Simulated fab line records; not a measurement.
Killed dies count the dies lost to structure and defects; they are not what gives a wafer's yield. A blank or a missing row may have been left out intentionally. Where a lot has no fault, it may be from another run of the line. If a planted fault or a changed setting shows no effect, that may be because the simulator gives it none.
Lot-split experiment / flow n5-finfet / route with 1938 steps; 7 lots, 21 wafers read

== THE SPLIT ==
At N5_BEOL_M0_CUTY_DESCUM_61 (chemistry O2, time 7.9 s), the setting time-s was moved away from the recipe's 7.9 s on 10 of the 21 wafers read, by -18.9% to +16.5%. This setting was run at the recipe's value on the other wafers.

Split to reading: the file shows no intervening step.

== THE READING ==
CAR-ArF-block_of_BEOL_M0_CUTY_COAT_51.thk-nm (the simulator's own value, which no gauge read), in nm, at N5_BEOL_M0_CUTY_ETCH_62 (etches SiARC in CF4, time 58.5 s). The file does not state a usual value for it. Across the 11 wafers here that went through the recipe, the average is 118.2 nm and the standard deviation 0.26 nm.

wafer=L078.1; tool, chamber at the split=rie-diel-02, 1; time-s as run, s=7.9; against the recipe=recipe; CAR-ArF-block_of_BEOL_M0_CUTY_COAT_51.thk-nm, nm=118; against lot-mates on the recipe=-
wafer=L078.4; tool, chamber at the split=rie-diel-02, 3; time-s as run, s=7.9; against the recipe=recipe; CAR-ArF-block_of_BEOL_M0_CUTY_COAT_51.thk-nm, nm=118.4; against lot-mates on the recipe=-
wafer=L078.6; tool, chamber at the split=rie-diel-02, 2; time-s as run, s=7.9; against the recipe=recipe; CAR-ArF-block_of_BEOL_M0_CUTY_COAT_51.thk-nm, nm=117.8; against lot-mates on the recipe=-
wafer=L083.1; tool, chamber at the split=rie-diel-03, 1; time-s as run, s=7.9; against the recipe=recipe; CAR-ArF-block_of_BEOL_M0_CUTY_COAT_51.thk-nm, nm=118.6; against lot-mates on the recipe=-
wafer=L083.4; tool, chamber at the split=rie-diel-03, 2; time-s as run, s=7.9; against the recipe=recipe; CAR-ArF-block_of_BEOL_M0_CUTY_COAT_51.thk-nm, nm=118.6; against lot-mates on the recipe=-
wafer=L083.2; tool, chamber at the split=rie-diel-03, 0; time-s as run, s=9.2; against the recipe=+16.5%; CAR-ArF-block_of_BEOL_M0_CUTY_COAT_51.thk-nm, nm=117.6; against lot-mates on the recipe=-1.0
wafer=L089.3; tool, chamber at the split=rie-diel-06, 3; time-s as run, s=6.404; against the recipe=-18.9%; CAR-ArF-block_of_BEOL_M0_CUTY_COAT_51.thk-nm, nm=118.6; against lot-mates on the recipe=no lot-mate on the recipe
wafer=L089.6; tool, chamber at the split=rie-diel-06, 3; time-s as run, s=6.404; against the recipe=-18.9%; CAR-ArF-block_of_BEOL_M0_CUTY_COAT_51.thk-nm, nm=118.6; against lot-mates on the recipe=no lot-mate on the recipe
wafer=L089.4; tool, chamber at the split=rie-diel-06, 2; time-s as run, s=6.404; against the recipe=-18.9%; CAR-ArF-block_of_BEOL_M0_CUTY_COAT_51.thk-nm, nm=118.8; against lot-mates on the recipe=no lot-mate on the recipe
wafer=L090.1; tool, chamber at the split=rie-diel-06, 3; time-s as run, s=6.875; against the recipe=-13.0%; CAR-ArF-block_of_BEOL_M0_CUTY_COAT_51.thk-nm, nm=118.8; against lot-mates on the recipe=+0.8
wafer=L090.2; tool, chamber at the split=rie-diel-06, 1; time-s as run, s=6.875; against the recipe=-13.0%; CAR-ArF-block_of_BEOL_M0_CUTY_COAT_51.thk-nm, nm=118.2; against lot-mates on the recipe=+0.2
wafer=L090.5; tool, chamber at the split=rie-diel-06, 3; time-s as run, s=7.9; against the recipe=recipe; CAR-ArF-block_of_BEOL_M0_CUTY_COAT_51.thk-nm, nm=118; against lot-mates on the recipe=-
wafer=L092.2; tool, chamber at the split=rie-diel-06, 1; time-s as run, s=8.884; against the recipe=+12.5%; CAR-ArF-block_of_BEOL_M0_CUTY_COAT_51.thk-nm, nm=117.6; against lot-mates on the recipe=-0.5
wafer=L092.5; tool, chamber at the split=rie-diel-06, 1,0; time-s as run, s=7.9; against the recipe=recipe; CAR-ArF-block_of_BEOL_M0_CUTY_COAT_51.thk-nm, nm=118; against lot-mates on the recipe=-
wafer=L092.6; tool, chamber at the split=rie-diel-06, 1,0; time-s as run, s=7.9; against the recipe=recipe; CAR-ArF-block_of_BEOL_M0_CUTY_COAT_51.thk-nm, nm=118.2; against lot-mates on the recipe=-
wafer=L096.3; tool, chamber at the split=rie-diel-06, 1; time-s as run, s=7.9; against the recipe=recipe; CAR-ArF-block_of_BEOL_M0_CUTY_COAT_51.thk-nm, nm=118.4; against lot-mates on the recipe=-
wafer=L096.4; tool, chamber at the split=rie-diel-06, 3,2; time-s as run, s=8.914; against the recipe=+12.8%; CAR-ArF-block_of_BEOL_M0_CUTY_COAT_51.thk-nm, nm=117.6; against lot-mates on the recipe=-0.8
wafer=L096.6; tool, chamber at the split=rie-diel-06, 3,2; time-s as run, s=8.914; against the recipe=+12.8%; CAR-ArF-block_of_BEOL_M0_CUTY_COAT_51.thk-nm, nm=117.6; against lot-mates on the recipe=-0.8
wafer=L097.2; tool, chamber at the split=rie-diel-03, 0; time-s as run, s=6.605; against the recipe=-16.4%; CAR-ArF-block_of_BEOL_M0_CUTY_COAT_51.thk-nm, nm=118.8; against lot-mates on the recipe=+0.8
wafer=L097.3; tool, chamber at the split=rie-diel-03, 3; time-s as run, s=7.9; against the recipe=recipe; CAR-ArF-block_of_BEOL_M0_CUTY_COAT_51.thk-nm, nm=118; against lot-mates on the recipe=-
wafer=L097.4; tool, chamber at the split=rie-diel-03, 2; time-s as run, s=7.9; against the recipe=recipe; CAR-ArF-block_of_BEOL_M0_CUTY_COAT_51.thk-nm, nm=118; against lot-mates on the recipe=-
Rows listing several chambers each stand for several wafers; the file does not say which wafer went through which chamber.

FIT RESULTS
A straight line over all 21 wafers: CAR-ArF-block_of_BEOL_M0_CUTY_COAT_51.thk-nm changes by -0.0328 nm for each +1% of time-s; r = -0.84; the points scatter about the line by 0.24 nm.
The same after taking each lot's own level away (the mean of its wafers on the recipe; 18 wafers): -0.0506 nm for each +1%; r = -0.93; scatter 0.18 nm.
The reading moves by 0.96 nm for the largest change in time-s, on that fit.
The lots' own levels span 118.00 to 118.60 nm, that is 2.3 times the standard deviation above.
So the lot-to-lot level changes the slope: the two fits differ.
Check: with one of the wafers moved furthest among these (+16.5%) left out of the fit, the line predicts -0.829 nm for it against its lot-mates. Against them it came out at -1 nm.

== THE OTHER SPLITS THESE WAFERS WENT THROUGH ==
Other splits were also applied to these wafers ahead of the reading. Each is held against what the fit with the lots' levels taken away leaves over:
other split on the same wafers=N5_SD_ACTIVATION_LSA_01 temp-c; wafers away from the commonest value=8; r with CAR-ArF-block_of_BEOL_M0_CUTY_COAT_51.thk-nm (lot level and that fit taken away)=+0.16
other split on the same wafers=N5_SDB_CUT_ETCH_26 icp-w; wafers away from the commonest value=8; r with CAR-ArF-block_of_BEOL_M0_CUTY_COAT_51.thk-nm (lot level and that fit taken away)=-0.06
other split on the same wafers=N5_HKMG_FIN_COAT_66 spin-rpm; wafers away from the commonest value=6; r with CAR-ArF-block_of_BEOL_M0_CUTY_COAT_51.thk-nm (lot level and that fit taken away)=-0.06
other split on the same wafers=N5_GATE_CUT_ETCH_58 bias-w; wafers away from the commonest value=7; r with CAR-ArF-block_of_BEOL_M0_CUTY_COAT_51.thk-nm (lot level and that fit taken away)=-0.02
other split on the same wafers=N5_MOL_CONTACT_COAG_CONTACT_ETCH_14 source-w; wafers away from the commonest value=8; r with CAR-ArF-block_of_BEOL_M0_CUTY_COAT_51.thk-nm (lot level and that fit taken away)=+0.17
other split on the same wafers=N5_MOL_CONTACT_COAG_SPUTTER_143 target-thk-a; wafers away from the commonest value=10; r with CAR-ArF-block_of_BEOL_M0_CUTY_COAT_51.thk-nm (lot level and that fit taken away)=+0.18
other split on the same wafers=N5_MOL_CONTACT_COAG_COAT_64 spin-rpm; wafers away from the commonest value=9; r with CAR-ArF-block_of_BEOL_M0_CUTY_COAT_51.thk-nm (lot level and that fit taken away)=-0.16
other split on the same wafers=N5_BEOL_M0_SAQP_EXPOSE_11 dose-mj; wafers away from the commonest value=5; r with CAR-ArF-block_of_BEOL_M0_CUTY_COAT_51.thk-nm (lot level and that fit taken away)=+0.40
other split on the same wafers=N5_BEOL_M0_SAQP_MANDREL_ETCH_20 bias-w; wafers away from the commonest value=8; r with CAR-ArF-block_of_BEOL_M0_CUTY_COAT_51.thk-nm (lot level and that fit taken away)=-0.10
other split on the same wafers=N5_BEOL_M0_CUTY_EXPOSE_54 dose-mj; wafers away from the commonest value=4; r with CAR-ArF-block_of_BEOL_M0_CUTY_COAT_51.thk-nm (lot level and that fit taken away)=-0.11

== THE WHOLE CHAIN: every reading that the file lists as answering this split, in the file's order ==
step=N5_BEOL_M0_CUTY_DESCUM_61; what it does=chemistry O2, time 7.9 s; reading=CAR-ArF-block_of_BEOL_M0_CUTY_COAT_51.thk-nm (the simulator's own value, which no gauge read); change (the file's fit)=-0.0524 nm for each +1% of the setting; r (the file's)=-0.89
step=N5_BEOL_M0_CUTY_ETCH_62; what it does=etches SiARC in CF4, time 58.5 s; reading=CAR-ArF-block_of_BEOL_M0_CUTY_COAT_51.thk-nm (the simulator's own value, which no gauge read); change (the file's fit)=-0.0511 nm for each +1% of the setting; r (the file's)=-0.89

== FILE'S OWN FIT ==
CAR-ArF-block_of_BEOL_M0_CUTY_COAT_51.thk-nm changes by -0.0511 nm for each +1% of time-s, r = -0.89.
